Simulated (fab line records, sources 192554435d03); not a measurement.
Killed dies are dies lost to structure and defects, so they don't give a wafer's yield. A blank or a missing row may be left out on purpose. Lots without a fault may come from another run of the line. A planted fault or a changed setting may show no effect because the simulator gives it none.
Which tool did it? | flow n5_finfet | 9 lots, 25 wafers sampled, at 6 steps of a route of 1938

WHAT THE GAUGES READ, wafer by wafer
N5_BEOL_M4_CD_MEAS_18: pitch 36 nm, target cd 18 nm.
lot  | measured     | on        | cd_nm (nm)
L757 | day 7 05:37  | cd_sem-03 | 17.97 17.91 17.41
L760 | day 8 05:36  | cd_sem-03 | 17.73 17.76 17.40
L764 | day 10 01:18 | cd_sem-03 | 18.19 18.65 18.55
L767 | day 10 13:50 | cd_sem-03 | 18.04 18.22 18.34
L770 | day 11 15:26 | cd_sem-03 | 17.98 18.13
L773 | day 11 23:13 | cd_sem-01 | 18.47 18.53
L778 | day 13 02:48 | cd_sem-01 | 18.01 17.90 17.64
L780 | day 13 20:31 | cd_sem-03 | 17.67 17.74 18.18
L779 | day 14 03:25 | cd_sem-02 | 17.98 18.03 18.26

N5_BEOL_M4_CD_MEAS_28: target cd 26.2 nm, target cd y 24.1 nm.
lot  | measured     | on        | cd_nm (nm)
L757 | day 7 05:56  | cd_sem-03 | 26.41 26.23 26.45
L760 | day 8 05:55  | cd_sem-03 | 26.03 26.48 26.13
L764 | day 10 01:37 | cd_sem-03 | 26.15 26.13 26.17
L767 | day 10 14:17 | cd_sem-02 | 25.95 26.33 26.15
L770 | day 11 15:46 | cd_sem-01 | 26.09 17.96
L773 | day 11 23:32 | cd_sem-02 | 26.02 19.34
L778 | day 13 03:07 | cd_sem-02 | 26.37 26.34 25.67
L780 | day 13 20:58 | cd_sem-01 | 25.92 26.40 26.14
L779 | day 14 03:44 | cd_sem-03 | 26.00 26.14 26.30

N5_BEOL_M4_RC_MEAS_101.
lot  | measured     | on        | DIBL_N (mV/V)  | DIBL_P (mV/V)  | IOFF_N (nA/um)    | IOFF_P (nA/um)    | ION_N (uA/um) | ION_P (uA/um) | SS_N (mV/dec)  | SS_P (mV/dec)  | VT_N (mV)         | VT_P (mV)
L757 | day 7 14:26  | prober-02 | 36.5 36.3 37.5 | 36.8 36.4 37.9 | 0.157 0.153 0.178 | 0.199 0.198 0.220 | 672 673 685   | 464 459 469   | 71.7 71.1 71.9 | 72.9 73.6 72.6 | 250.5 251.6 249.3 | -252 -250 -250
L760 | day 8 20:08  | prober-01 | 34.5 34.6 34.0 | 35.1 34.9 34.1 | 0.138 0.140 0.121 | 0.196 0.194 0.177 | 682 670 664   | 470 465 456   | 70.4 70.7 70.3 | 73.4 72.7 72.9 | 250.0 251.1 253.0 | -249 -251 -254
L764 | day 10 17:09 | prober-01 | 35.4 36.3 34.9 | 36.0 36.8 35.4 | 0.149 0.161 0.133 | 0.187 0.198 0.178 | 678 689 667   | 464 469 464   | 71.4 71.6 71.3 | 72.9 73.5 73.0 | 248.8 249.3 252.8 | -254 -252 -255
L767 | day 11 05:05 | prober-01 | 34.4 36.1 37.6 | 33.4 36.1 37.4 | 0.117 0.154 0.181 | 0.192 0.227 0.253 | 669 680 684   | 470 474 470   | 70.6 71.4 71.6 | 72.5 73.4 74.0 | 253.2 250.9 246.6 | -245 -247 -247
L770 | day 12 04:12 | prober-01 | 37.0           | 35.5           | 0.158             | 0.207             | 678           | 463           | 71.4           | 73.4           | 250.1             | -250
L773 | day 12 16:52 | prober-01 | 34.9           | 35.2           | 0.129             | 0.162             | 666           | 449           | 71.6           | 72.5           | 256.9             | -258
L778 | day 13 20:10 | prober-02 | 37.6 37.3 37.2 | 36.5 37.1 36.3 | 0.155 0.156 0.147 | 0.207 0.218 0.203 | 665 680 671   | 457 465 467   | 71.7 71.6 71.3 | 72.6 72.3 73.1 | 250.2 250.3 250.7 | -250 -249 -249
L780 | day 14 10:47 | prober-02 | 35.4 36.9 37.4 | 33.4 35.5 36.0 | 0.128 0.159 0.164 | 0.159 0.188 0.199 | 657 673 674   | 451 459 458   | 70.9 71.7 71.9 | 72.4 72.8 73.6 | 252.2 250.4 249.7 | -254 -251 -252
L779 | day 14 17:31 | prober-02 | 36.7 36.6 37.7 | 36.1 35.9 38.0 | 0.170 0.166 0.184 | 0.206 0.199 0.240 | 676 676 690   | 466 461 471   | 71.5 70.6 72.1 | 73.0 73.5 73.9 | 247.0 250.3 245.6 | -251 -252 -249

WHICH TOOL RAN EACH LOT (tool, then ch and the chambers of the sampled wafers, then the start)
lot  | N5_BEOL_M4_HM_OPEN_17             | N5_BEOL_M4_EXPOSE_25              | N5_BEOL_M4_ETCH_69
L757 | rie_metal-02 ch 0,1, day 7 05:26  | euv_scanner-02 ch 0, day 7 05:48  | rie_diel-01 ch 1,2,3, day 7 06:07
L760 | rie_metal-01 ch 0,1, day 8 05:26  | euv_scanner-01 ch 0, day 8 05:48  | rie_diel-04 ch 1,2,3, day 8 06:05
L764 | rie_metal-02 ch 0,1, day 10 00:55 | euv_scanner-01 ch 0, day 10 01:29 | rie_diel-02 ch 0,1, day 10 01:49
L767 | rie_metal-02 ch 0,1, day 10 13:39 | euv_scanner-02 ch 0, day 10 14:08 | rie_diel-04 ch 1,2,3, day 10 14:27
L770 | rie_metal-03 ch 0,1, day 11 15:11 | euv_scanner-02 ch 0, day 11 15:37 | rie_diel-02 ch 0,1, day 11 15:59
L773 | rie_metal-03 ch 0,1, day 11 23:02 | euv_scanner-02 ch 0, day 11 23:24 | rie_diel-04 ch 2,3, day 12 00:09
L778 | rie_metal-01 ch 0, day 13 02:33   | euv_scanner-01 ch 0, day 13 02:59 | rie_diel-01 ch 2,3, day 13 03:17
L780 | rie_metal-01 ch 0,1, day 13 20:20 | euv_scanner-01 ch 0, day 13 20:49 | rie_diel-04 ch 0,2,3, day 13 21:08
L779 | rie_metal-03 ch 0,1, day 14 03:15 | euv_scanner-01 ch 0, day 14 03:37 | rie_diel-04 ch 2,3, day 14 04:08
- N5_BEOL_M4_HM_OPEN_17: chemistry Cl2/BCl3, target TiN, target depth 20 nm, overetch 6 nm.
- N5_BEOL_M4_EXPOSE_25: exposes mask V3, defocus 5 nm.
- N5_BEOL_M4_ETCH_69: etches SiARC in CF4, target depth 15.6 nm, time 26 s.

WHAT THE TOOLS THEMSELVES READ (means of the sampled wafers that have a number; where no wafer has one, the mark that the record gives instead)
N5_BEOL_M4_HM_OPEN_17.
lot  | tool         | chamber_pressure_mTorr (mTorr) | drypump_motor_current_A (A) | oes_product_au (a.u.) | throttle_valve_pct (%)
L757 | rie_metal-02 | 9.998                          | 6.0                         | 0.62                  | 22.06
L760 | rie_metal-01 | 9.993                          | 5.3                         | 0.73                  | 22.05
L764 | rie_metal-02 | 9.998                          | 5.9                         | 0.62                  | 22.06
L767 | rie_metal-02 | 9.994                          | 5.9                         | 0.62                  | 22.07
L770 | rie_metal-03 | 10.000                         | 6.0                         | 0.68                  | 22.06
L773 | rie_metal-03 | 9.996                          | 6.0                         | 0.68                  | 22.08
L778 | rie_metal-01 | 9.989                          | 5.3                         | 0.71                  | 22.11
L780 | rie_metal-01 | 9.996                          | 5.3                         | 0.69                  | 22.11
L779 | rie_metal-03 | 10.009                         | 5.9                         | 0.65                  | 22.03

N5_BEOL_M4_ETCH_69.
lot  | tool        | chamber_pressure_mTorr (mTorr) | drypump_motor_current_A (A) | etch_rf_on_time_s (s) | oes_product_au (a.u.) | rf_vpp_V (V) | showerhead_plenum_p_Torr (Torr) | throttle_valve_pct (%)
L757 | rie_diel-01 | 40.00                          | 5.9                         | 25.7                  | 0.71                  | 183.8        | 2.18                            | 15.46
L760 | rie_diel-04 | 40.02                          | 5.5                         | 25.6                  | 0.74                  | 183.1        | 2.15                            | 15.53
L764 | rie_diel-02 | 39.98                          | 5.3                         | 25.7                  | 0.63                  | 184.7        | 2.18                            | 15.98
L767 | rie_diel-04 | 40.03                          | 5.5                         | 25.4                  | 0.73                  | 184.7        | 2.15                            | 15.57
L770 | rie_diel-02 | 40.02                          | 5.2                         | 26.1                  | 0.62                  | 184.8        | 2.17                            | 15.96
L773 | rie_diel-04 | 40.00                          | 5.5                         | 25.6                  | 0.70                  | 184.6        | 2.16                            | 15.62
L778 | rie_diel-01 | 39.99                          | 6.0                         | 26.1                  | 0.70                  | 184.4        | 2.19                            | 15.42
L780 | rie_diel-04 | 40.03                          | 5.6                         | 25.9                  | 0.73                  | 184.1        | 2.14                            | 15.57
L779 | rie_diel-04 | 40.03                          | 5.5                         | 25.5                  | 0.69                  | 183.6        | 2.16                            | 15.66

THE ANSWER, worked out from the rows above alone
Rule: what is usual is taken from the lots themselves. Put in order of their means at a reading, lots are off if they are a third of the lots or fewer, leave a main group of 4 or more, and stand apart from it by a gap of 3 or more times the standard deviation of the main group's means; of several such gaps the widest counts. A main group whose means are all the same, to the digits that the tables above print for the reading, isn't used. A lot without any number at a reading at which 4 lots or more have one is off too. The other lots that the step has rows for count as sound. The gauges are gone through in route order, then the tools' own readings, and for those a lot's mean is taken as printed above. The first step at which some lot is off is used, and at that step the reading that is off furthest; a lot without a number counts as furthest.
Off: L770, L773, at N5_BEOL_M4_CD_MEAS_28 (cd_nm). The main group: mean 26.19 nm, standard deviation 0.077.
A tool fits if, at a process step before that reading, it ran every lot that is off, and no sound lot after the first of them. The gauges at N5_BEOL_M4_CD_MEAS_28 are tried like those tools. One fits: euv_scanner-02 at N5_BEOL_M4_EXPOSE_25. Its last sound lot is L767 (day 10 14:08), its first lot that is off L770 (day 11 15:37): a fault that began between those two fits.

WHAT THE SIMULATOR HAD PUT IN
Process parameter drift: euv_scanner-02, from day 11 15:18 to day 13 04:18, at N5_BEOL_M4_EXPOSE_25. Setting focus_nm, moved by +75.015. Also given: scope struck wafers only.
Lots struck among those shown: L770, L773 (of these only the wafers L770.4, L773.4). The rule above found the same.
